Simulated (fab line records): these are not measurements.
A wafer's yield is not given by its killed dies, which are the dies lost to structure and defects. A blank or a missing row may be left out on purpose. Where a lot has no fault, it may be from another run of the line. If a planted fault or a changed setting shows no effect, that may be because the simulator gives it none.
Split-lot study || flow n5_finfet || 21 wafers read from 7 lots, route of 1938 steps

SPLIT DETAILS
At N5_BEOL_M7_COAT_71 (time 60 s, resist thk 5 nm), the setting spin_rpm was moved away from the recipe's 1500 rpm on 10 of the 21 wafers read, by -7.3% to +10.3%. This setting was run at the recipe's value on the other wafers.

BETWEEN THE SPLIT AND THE READING: the file shows 1 step in between
- N5_BEOL_M7_DESCUM_33: chemistry O2, time 7 s (also split here: time_s)

THE READING
etch.depth_nm (the simulator's own value, which no gauge read), in nm, at N5_BEOL_M7_ETCH_72 (etches underlayer in N2/H2, target depth 6.5 nm, time 5.2 s). The file gives no usual value for it. The 11 wafers here that ran the recipe average 5.010 nm, standard deviation 0.01 nm.

{"wafer": "L074.1", "tool, chamber at the split": "litho_track-03, 0", "spin_rpm as run, rpm": 1500, "against the recipe": "recipe", "etch.depth_nm, nm": 5.03, "against lot-mates on the recipe": "-"}
{"wafer": "L074.2", "tool, chamber at the split": "litho_track-03, 0", "spin_rpm as run, rpm": 1627, "against the recipe": "+8.5%", "etch.depth_nm, nm": 4.803, "against lot-mates on the recipe": -0.227}
{"wafer": "L074.4", "tool, chamber at the split": "litho_track-03, 0", "spin_rpm as run, rpm": 1627, "against the recipe": "+8.5%", "etch.depth_nm, nm": 4.81, "against lot-mates on the recipe": -0.220}
{"wafer": "L081.2", "tool, chamber at the split": "litho_track-03, 0", "spin_rpm as run, rpm": 1390, "against the recipe": "-7.3%", "etch.depth_nm, nm": 5.195, "against lot-mates on the recipe": "+0.187"}
{"wafer": "L081.3", "tool, chamber at the split": "litho_track-03, 0", "spin_rpm as run, rpm": 1500, "against the recipe": "recipe", "etch.depth_nm, nm": 5.008, "against lot-mates on the recipe": "-"}
{"wafer": "L081.5", "tool, chamber at the split": "litho_track-03, 0", "spin_rpm as run, rpm": 1390, "against the recipe": "-7.3%", "etch.depth_nm, nm": 5.192, "against lot-mates on the recipe": "+0.184"}
{"wafer": "L088.2", "tool, chamber at the split": "litho_track-02, 0", "spin_rpm as run, rpm": 1500, "against the recipe": "recipe", "etch.depth_nm, nm": 5.008, "against lot-mates on the recipe": "-"}
{"wafer": "L088.3", "tool, chamber at the split": "litho_track-02, 0", "spin_rpm as run, rpm": 1412, "against the recipe": "-5.9%", "etch.depth_nm, nm": 5.17, "against lot-mates on the recipe": "+0.156"}
{"wafer": "L088.6", "tool, chamber at the split": "litho_track-02, 0", "spin_rpm as run, rpm": 1500, "against the recipe": "recipe", "etch.depth_nm, nm": 5.019, "against lot-mates on the recipe": "-"}
{"wafer": "L089.2", "tool, chamber at the split": "litho_track-02, 0", "spin_rpm as run, rpm": 1500, "against the recipe": "recipe", "etch.depth_nm, nm": 5.009, "against lot-mates on the recipe": "-"}
{"wafer": "L089.3", "tool, chamber at the split": "litho_track-02, 0", "spin_rpm as run, rpm": 1500, "against the recipe": "recipe", "etch.depth_nm, nm": 4.998, "against lot-mates on the recipe": "-"}
{"wafer": "L089.4", "tool, chamber at the split": "litho_track-02, 0", "spin_rpm as run, rpm": 1545, "against the recipe": "+3.0%", "etch.depth_nm, nm": 4.937, "against lot-mates on the recipe": -0.067}
{"wafer": "L091.2", "tool, chamber at the split": "litho_track-05, 0", "spin_rpm as run, rpm": 1425, "against the recipe": "-5.0%", "etch.depth_nm, nm": 5.122, "against lot-mates on the recipe": "no lot-mate on the recipe"}
{"wafer": "L091.4", "tool, chamber at the split": "litho_track-05, 0", "spin_rpm as run, rpm": 1425, "against the recipe": "-5.0%", "etch.depth_nm, nm": 5.125, "against lot-mates on the recipe": "no lot-mate on the recipe"}
{"wafer": "L091.5", "tool, chamber at the split": "litho_track-05, 0", "spin_rpm as run, rpm": 1425, "against the recipe": "-5.0%", "etch.depth_nm, nm": 5.111, "against lot-mates on the recipe": "no lot-mate on the recipe"}
{"wafer": "L094.1", "tool, chamber at the split": "litho_track-02, 0", "spin_rpm as run, rpm": 1655, "against the recipe": "+10.3%", "etch.depth_nm, nm": 4.756, "against lot-mates on the recipe": -0.242}
{"wafer": "L094.4", "tool, chamber at the split": "litho_track-02, 0", "spin_rpm as run, rpm": 1500, "against the recipe": "recipe", "etch.depth_nm, nm": 4.99, "against lot-mates on the recipe": "-"}
{"wafer": "L094.6", "tool, chamber at the split": "litho_track-02, 0", "spin_rpm as run, rpm": 1500, "against the recipe": "recipe", "etch.depth_nm, nm": 5.005, "against lot-mates on the recipe": "-"}
{"wafer": "L096.1", "tool, chamber at the split": "litho_track-02, 0", "spin_rpm as run, rpm": 1500, "against the recipe": "recipe", "etch.depth_nm, nm": 5.005, "against lot-mates on the recipe": "-"}
{"wafer": "L096.4", "tool, chamber at the split": "litho_track-02, 0", "spin_rpm as run, rpm": 1500, "against the recipe": "recipe", "etch.depth_nm, nm": 5.019, "against lot-mates on the recipe": "-"}
{"wafer": "L096.6", "tool, chamber at the split": "litho_track-02, 0", "spin_rpm as run, rpm": 1500, "against the recipe": "recipe", "etch.depth_nm, nm": 5.016, "against lot-mates on the recipe": "-"}

THE FIT
A straight line over all 21 wafers: etch.depth_nm changes by -0.0243 nm for each +1% of spin_rpm; r = -1.00; the points scatter about the line by 0.011 nm.
The same after taking each lot's own level away (the mean of its wafers on the recipe; 18 wafers): -0.0252 nm for each +1%; r = -1.00; scatter 0.0082 nm.
Per that fit: largest spin_rpm move, reading shift of 0.26 nm.
The span of the lots' own levels, 4.9975 to 5.0300 nm, comes to 3.1 times the standard deviation stated above.
The two slopes are in agreement: the lot-to-lot level therefore moves the slope only a little.
Check: with one of the wafers moved furthest among these (+10.3%) left out of the fit, the line predicts -0.268 nm for it against its lot-mates. Against them it came out at -0.242 nm.

OTHER SPLITS ON THESE WAFERS
These wafers also went through other splits before the reading. Each is held against what the fit with the lots' levels taken away leaves over:
{"other split on the same wafers": "N5_BEOL_M7_DESCUM_33 time_s", "wafers away from the commonest value": 5, "r with etch.depth_nm (lot level and that fit taken away)": "+0.28"}

THE WHOLE CHAIN: every reading that the file lists as answering this split, in the file's order
{"step": "N5_BEOL_M7_ETCH_72", "what it does": "etches underlayer in N2/H2, target depth 6.5 nm, time 5.2 s", "reading": "etch.depth_nm (the simulator's own value, which no gauge read)", "change (the file's fit)": "-0.0249 nm for each +1% of the setting", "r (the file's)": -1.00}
{"step": "N5_BEOL_M7_ETCH_72", "what it does": "etches underlayer in N2/H2, target depth 6.5 nm, time 5.2 s", "reading": "CAR-EUV_of_BEOL_M7_COAT_22.thk_nm (the simulator's own value, which no gauge read)", "change (the file's fit)": "+0.0245 nm for each +1% of the setting, in a fit together with time_s@BEOL_M7_DESCUM_33", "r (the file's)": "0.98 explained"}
{"step": "N5_BEOL_M7_ETCH_65", "what it does": "etches SiARC in CF4, target depth 15.6 nm, time 26 s", "reading": "CAR-EUV_of_BEOL_M7_COAT_22.thk_nm (the simulator's own value, which no gauge read)", "change (the file's fit)": "+0.0271 nm for each +1% of the setting, in a fit together with time_s@BEOL_M7_DESCUM_33", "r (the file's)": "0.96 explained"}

FILE'S OWN FIT
etch.depth_nm changes by -0.0249 nm for each +1% of spin_rpm, r = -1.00.
